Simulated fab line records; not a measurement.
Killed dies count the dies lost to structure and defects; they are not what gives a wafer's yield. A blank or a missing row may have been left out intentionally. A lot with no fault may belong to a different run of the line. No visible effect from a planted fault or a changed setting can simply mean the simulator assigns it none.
What tool caused it? + flow nandHarc + 14 lots with 42 wafers sampled at 6 steps, on a route of 1159 steps

== WHAT THE GAUGES SHOWED, per wafer ==
NHARC_A_M1_CD_MEAS_09: the cd target is 120 nm. Usual: 119.7 nm for cdNm, sd 0.8.
| lot  | measured     | on       | cdNm (nm)         | flag |
|------|--------------|----------|-------------------|------|
| L128 | day 17 23:13 | cdSem-02 | 121.0 119.4 119.9 |      |
| L131 | day 18 01:33 | cdSem-03 | 119.9 120.1 120.0 |      |
| L132 | day 18 03:14 | cdSem-02 | 117.7 119.4 119.1 |      |
| L133 | day 18 09:06 | cdSem-02 | 119.4 119.3 119.7 |      |
| L130 | day 18 12:05 | cdSem-02 | 119.8 119.6 120.0 |      |
| L134 | day 18 18:08 | cdSem-02 | 119.2 119.8 117.9 |      |
| L135 | day 19 13:18 | cdSem-02 | 118.4 120.2 120.1 |      |
| L138 | day 19 18:02 | cdSem-03 | 120.2 119.6 119.9 |      |
| L136 | day 20 02:35 | cdSem-01 | 120.4 120.4 119.0 |      |
| L141 | day 20 13:59 | cdSem-03 | 120.6 120.2 120.4 |      |
| L139 | day 20 14:59 | cdSem-01 | 120.5 120.0 120.8 |      |
| L142 | day 21 17:35 | cdSem-03 | 87.6 86.8 87.6    | OFF  |
| L143 | day 21 17:37 | cdSem-03 | 87.7 88.4 87.5    | OFF  |
| L149 | day 22 21:34 | cdSem-02 | 119.6 119.0 119.9 |      |

NHARC_A_M1_CD_MEAS_16. Usual: 119.5 nm for cdNm, sd 1.
| lot  | measured     | on       | cdNm (nm)         | flag |
|------|--------------|----------|-------------------|------|
| L128 | day 17 23:43 | cdSem-01 | 121.1 118.6 119.3 |      |
| L131 | day 18 02:04 | cdSem-03 | 118.2 119.8 120.0 |      |
| L132 | day 18 03:44 | cdSem-03 | 119.3 120.0 119.7 |      |
| L133 | day 18 09:35 | cdSem-02 | 118.9 120.2 119.5 |      |
| L130 | day 18 12:34 | cdSem-01 | 120.1 119.2 120.5 |      |
| L134 | day 18 18:38 | cdSem-01 | 120.3 119.3 117.9 |      |
| L135 | day 19 13:48 | cdSem-01 | 117.5 120.4 121.1 |      |
| L138 | day 19 18:31 | cdSem-03 | 120.5 119.7 119.4 |      |
| L136 | day 20 03:05 | cdSem-02 | 121.5 121.2 118.3 |      |
| L141 | day 20 14:29 | cdSem-01 | 119.9 121.4 120.8 |      |
| L139 | day 20 15:28 | cdSem-02 | 119.9 119.5 119.9 |      |
| L142 | day 21 18:05 | cdSem-03 | 86.7 85.8 87.8    | OFF  |
| L143 | day 21 18:08 | cdSem-01 | 87.1 88.1 87.4    | OFF  |
| L149 | day 22 22:04 | cdSem-02 | 118.7 118.5 119.1 |      |

== EACH LOT AND THE TOOL THAT RAN IT (in order: tool; ch and the chambers of the sampled wafers; start) ==
| lot  | NHARC_A_M0_DESCUM_14              | NHARC_A_M0_ANNEAL_30            | NHARC_A_M1_PEB_07                | NHARC_A_M1_ETCH_35                |
|------|-----------------------------------|---------------------------------|----------------------------------|-----------------------------------|
| L128 | rieDiel-07 ch 0,3, day 17 18:21   | rtpAnneal-02 ch 0, day 17 20:06 | lithoTrack-04 ch 0, day 17 23:08 | rieDiel-09 ch 0,3, day 17 23:30   |
| L131 | rieDiel-07 ch 0,3, day 17 21:28   | rtpAnneal-01 ch 0, day 17 23:16 | lithoTrack-01 ch 0, day 18 01:28 | rieDiel-10 ch 2,3, day 18 01:49   |
| L132 | rieDiel-06 ch 1,2, day 17 23:16   | rtpAnneal-02 ch 0, day 18 00:59 | lithoTrack-06 ch 0, day 18 03:10 | rieDiel-01 ch 0,1,3, day 18 03:31 |
| L133 | rieDiel-06 ch 0,3, day 18 05:02   | rtpAnneal-02 ch 0, day 18 06:58 | lithoTrack-01 ch 0, day 18 09:01 | rieDiel-09 ch 1,2, day 18 09:22   |
| L130 | rieDiel-07 ch 0,1,3, day 18 08:13 | rtpAnneal-02 ch 0, day 18 09:55 | lithoTrack-06 ch 0, day 18 12:00 | rieDiel-01 ch 0,1,2, day 18 12:21 |
| L134 | rieDiel-07 ch 1,2, day 18 14:17   | rtpAnneal-01 ch 0, day 18 16:04 | lithoTrack-06 ch 0, day 18 18:04 | rieDiel-01 ch 0,3, day 18 18:25   |
| L135 | rieDiel-04 ch 0,1,3, day 19 09:17 | rtpAnneal-01 ch 0, day 19 10:58 | lithoTrack-06 ch 0, day 19 13:13 | rieDiel-01 ch 0,2,3, day 19 13:35 |
| L138 | rieDiel-07 ch 0,1,3, day 19 14:15 | rtpAnneal-02 ch 0, day 19 15:56 | lithoTrack-04 ch 0, day 19 17:57 | rieDiel-01 ch 0,3, day 19 18:19   |
| L136 | rieDiel-04 ch 1,3, day 19 22:41   | rtpAnneal-01 ch 0, day 20 00:20 | lithoTrack-06 ch 0, day 20 02:31 | rieDiel-10 ch 0,1,3, day 20 02:52 |
| L141 | rieDiel-04 ch 1,2, day 20 09:52   | rtpAnneal-01 ch 0, day 20 11:45 | lithoTrack-01 ch 0, day 20 13:55 | rieDiel-09 ch 1,2,3, day 20 14:16 |
| L139 | rieDiel-07 ch 1,2, day 20 11:01   | rtpAnneal-01 ch 0, day 20 12:47 | lithoTrack-04 ch 0, day 20 14:54 | rieDiel-10 ch 2,3, day 20 15:15   |
| L142 | rieDiel-04 ch 1,2, day 21 13:08   | rtpAnneal-02 ch 0, day 21 14:47 | lithoTrack-01 ch 0, day 21 17:30 | rieDiel-10 ch 0,1,3, day 21 17:52 |
| L143 | rieDiel-07 ch 0,2, day 21 13:32   | rtpAnneal-02 ch 0, day 21 15:18 | lithoTrack-01 ch 0, day 21 17:32 | rieDiel-10 ch 1,2, day 21 17:54   |
| L149 | rieDiel-07 ch 1,2,3, day 22 17:35 | rtpAnneal-02 ch 0, day 22 19:28 | lithoTrack-04 ch 0, day 22 21:28 | rieDiel-10 ch 0,1, day 22 21:50   |
- NHARC_A_M0_DESCUM_14: chemistry O2, time 3 s.
- NHARC_A_M0_ANNEAL_30: time 90 s.
- NHARC_A_M1_PEB_07: peb time 65 s.
- NHARC_A_M1_ETCH_35: etches the open film in N2/H2, target depth 40 nm, overetch 12 nm, time 43.94 s.

== WHAT THE TOOLS THEMSELVES READ (means of the sampled wafers that have a number; where no wafer has one, the mark that the record gives instead) ==
NHARC_A_M0_DESCUM_14. Usual: drypumpMotorCurrentA 5.7 A, standard deviation 0.31; mfcArSccm 0.0009 sccm, standard deviation 0.0026; oesProductAu 0.998 a.u., standard deviation 0.012; rfVppV 57.7 V, standard deviation 0.86; showerheadPlenumPTorr 1.90 Torr, standard deviation 0.097; throttleValvePct 11.312 %, standard deviation 0.0092.
| lot  | tool       | drypumpMotorCurrentA (A) | mfcArSccm (sccm) | oesProductAu (a.u.) | rfVppV (V) | showerheadPlenumPTorr (Torr) | throttleValvePct (%) | flag |
|------|------------|--------------------------|------------------|---------------------|------------|------------------------------|----------------------|------|
| L128 | rieDiel-07 | 5.6                      | 0.0000           | 1.007               | 57.7       | 1.81                         | 11.321               |      |
| L131 | rieDiel-07 | 5.6                      | 0.0000           | 1.005               | 57.5       | 1.80                         | 11.303               |      |
| L132 | rieDiel-06 | 5.9                      | 0.0059           | 0.986               | 57.6       | 1.91                         | 11.318               |      |
| L133 | rieDiel-06 | 6.1                      | 0.0000           | 0.998               | 57.9       | 1.97                         | 11.308               |      |
| L130 | rieDiel-07 | 5.4                      | 0.0000           | 1.003               | 58.1       | 1.89                         | 11.302               |      |
| L134 | rieDiel-07 | 5.2                      | 0.0000           | 1.007               | 58.0       | 1.96                         | 11.304               |      |
| L135 | rieDiel-04 | 5.8                      | 0.0000           | 1.003               | 57.5       | 1.93                         | 11.309               |      |
| L138 | rieDiel-07 | 5.4                      | 0.0000           | 1.003               | 57.9       | 1.89                         | 11.312               |      |
| L136 | rieDiel-04 | 5.9                      | 0.0000           | 0.996               | 57.1       | 1.93                         | 11.315               |      |
| L141 | rieDiel-04 | 5.9                      | 0.0000           | 0.997               | 56.8       | 1.85                         | 11.318               |      |
| L139 | rieDiel-07 | 5.4                      | 0.0000           | 1.003               | 57.8       | 1.88                         | 11.313               |      |
| L142 | rieDiel-04 | 5.9                      | 0.0000           | 1.003               | 57.4       | 1.85                         | 11.315               |      |
| L143 | rieDiel-07 | 5.7                      | 0.0000           | 0.986               | 57.5       | 1.80                         | 11.310               |      |
| L149 | rieDiel-07 | 5.4                      | 0.0000           | 1.009               | 57.2       | 1.88                         | 11.307               |      |

NHARC_A_M0_ANNEAL_30. Usual: 226.06 for wafer_temp_C_max, sd 0.24.
| lot  | tool         | wafer_temp_C_max | flag |
|------|--------------|------------------|------|
| L128 | rtpAnneal-02 | 226.23           |      |
| L131 | rtpAnneal-01 | 225.74           |      |
| L132 | rtpAnneal-02 | 226.12           |      |
| L133 | rtpAnneal-02 | 226.01           |      |
| L130 | rtpAnneal-02 | 226.08           |      |
| L134 | rtpAnneal-01 | 226.03           |      |
| L135 | rtpAnneal-01 | 226.08           |      |
| L138 | rtpAnneal-02 | 226.06           |      |
| L136 | rtpAnneal-01 | 226.27           |      |
| L141 | rtpAnneal-01 | 226.08           |      |
| L139 | rtpAnneal-01 | 226.03           |      |
| L142 | rtpAnneal-02 | 226.47           |      |
| L143 | rtpAnneal-02 | 225.93           |      |
| L149 | rtpAnneal-02 | 226.08           |      |

NHARC_A_M1_PEB_07. Usual: exhaustPa 45.0 Pa, standard deviation 0.84; heaterPowerTotalW 156.6 W, standard deviation 0.44; plateTempC 100.01 C, standard deviation 0.14.
| lot  | tool          | exhaustPa (Pa) | heaterPowerTotalW (W) | plateTempC (C) | flag |
|------|---------------|----------------|-----------------------|----------------|------|
| L128 | lithoTrack-04 | 45.1           | 156.7                 | 99.98          |      |
| L131 | lithoTrack-01 | 45.7           | 156.7                 | 99.96          |      |
| L132 | lithoTrack-06 | 45.8           | 156.6                 | 100.19         |      |
| L133 | lithoTrack-01 | 44.7           | 156.2                 | 99.79          |      |
| L130 | lithoTrack-06 | 45.3           | 156.5                 | 100.06         |      |
| L134 | lithoTrack-06 | 46.0           | 157.0                 | 100.06         |      |
| L135 | lithoTrack-06 | 44.2           | 156.6                 | 100.03         |      |
| L138 | lithoTrack-04 | 44.9           | 156.5                 | 99.88          |      |
| L136 | lithoTrack-06 | 45.1           | 156.7                 | 100.01         |      |
| L141 | lithoTrack-01 | 44.3           | 157.0                 | 99.93          |      |
| L139 | lithoTrack-04 | 44.2           | 156.6                 | 99.94          |      |
| L142 | lithoTrack-01 | 44.2           | 140.7                 | 92.26          | OFF  |
| L143 | lithoTrack-01 | 45.1           | 140.3                 | 92.51          | OFF  |
| L149 | lithoTrack-04 | 45.2           | 156.7                 | 100.04         |      |

NHARC_A_M1_ETCH_35. Usual: for drypumpMotorCurrentA, 5.9 A with a standard deviation of 0.31; for mfcArSccm, 0.005 sccm with a standard deviation of 0.0099; for n2FlowSccm, 150.0 sccm with a standard deviation of 0.46; for oesProductAu, 0.998 a.u. with a standard deviation of 0.019; for rfVppV, 430.4 V with a standard deviation of 2.4; for showerheadPlenumPTorr, 2.03 Torr with a standard deviation of 0.081; for throttleValvePct, 14.171 % with a standard deviation of 0.0089.
| lot  | tool       | drypumpMotorCurrentA (A) | mfcArSccm (sccm) | n2FlowSccm (sccm) | oesProductAu (a.u.) | rfVppV (V) | showerheadPlenumPTorr (Torr) | throttleValvePct (%) | flag |
|------|------------|--------------------------|------------------|-------------------|---------------------|------------|------------------------------|----------------------|------|
| L128 | rieDiel-09 | 6.2                      | 0.005            | 150.0             | 1.012               | 428.7      | 1.98                         | 14.176               |      |
| L131 | rieDiel-10 | 6.0                      | 0.007            | 149.9             | 1.005               | 429.7      | 2.00                         | 14.170               |      |
| L132 | rieDiel-01 | 5.8                      | 0.000            | 150.1             | 0.991               | 430.6      | 2.05                         | 14.176               |      |
| L133 | rieDiel-09 | 6.2                      | 0.000            | 150.4             | 1.011               | 431.0      | 2.06                         | 14.170               |      |
| L130 | rieDiel-01 | 5.8                      | 0.000            | 149.8             | 0.997               | 431.4      | 2.05                         | 14.169               |      |
| L134 | rieDiel-01 | 5.7                      | 0.000            | 149.7             | 1.018               | 432.7      | 2.09                         | 14.168               |      |
| L135 | rieDiel-01 | 5.8                      | 0.000            | 150.5             | 1.008               | 430.1      | 2.05                         | 14.177               |      |
| L138 | rieDiel-01 | 5.7                      | 0.000            | 150.7             | 1.022               | 431.6      | 2.09                         | 14.170               |      |
| L136 | rieDiel-10 | 5.7                      | 0.013            | 149.7             | 0.994               | 432.2      | 2.07                         | 14.170               |      |
| L141 | rieDiel-09 | 6.0                      | 0.005            | 150.0             | 0.984               | 430.1      | 2.04                         | 14.175               |      |
| L139 | rieDiel-10 | 6.0                      | 0.003            | 149.7             | 0.990               | 429.9      | 2.02                         | 14.179               |      |
| L142 | rieDiel-10 | 5.7                      | 0.013            | 149.6             | 1.001               | 431.4      | 2.07                         | 14.174               |      |
| L143 | rieDiel-10 | 5.9                      | 0.027            | 150.0             | 1.001               | 430.2      | 2.02                         | 14.163               |      |
| L149 | rieDiel-10 | 5.6                      | 0.024            | 150.0             | 1.001               | 430.9      | 2.07                         | 14.170               |      |

== THE ANSWER, worked out from the rows above alone ==
Rule: a lot is off if the mean of its wafers that have a number lies more than 3 standard deviations from the usual mean. Also off: a lot with no number at a reading for which 4 or more lots have one. Where the step has rows for the other lots, those lots are counted as sound. After the gauges, taken in route order, come the tools' own readings; for these a lot's mean is taken, as printed above. The first step at which some lot is off is used, and at that step the reading that is off furthest; a lot without a number counts as furthest.
Off: L142, L143 (NHARC_A_M1_CD_MEAS_09, cdNm).
A tool fits if, at a process step before that reading, it ran every lot that is off, and no sound lot after the first of them. Not tried: the gauges at NHARC_A_M1_CD_MEAS_09; whatever is off there is also off at NHARC_A_M1_PEB_07, on other tools, and gauge error can't account for it. One candidate fits, namely lithoTrack-01 at NHARC_A_M1_PEB_07. A fault onset in the window from L141 (day 20 13:55, its last sound lot) to L142 (day 21 17:30, its first lot off) fits.
The tool's own readings at NHARC_A_M1_PEB_07 bear it out: on the lots that are off they differ by more than 5 times the standard deviation of the sound lots' means. heaterPowerTotalW reads 140.5 W there against 156.7 W on the sound lots; plateTempC reads 92.39 C there against 99.99 C on the sound lots.

== WHAT WAS PUT IN BY THE SIMULATOR ==
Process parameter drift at NHARC_A_M1_PEB_07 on lithoTrack-01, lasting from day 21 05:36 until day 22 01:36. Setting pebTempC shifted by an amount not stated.
Shown lots that were struck: L142, L143. The rule above reached the same finding.
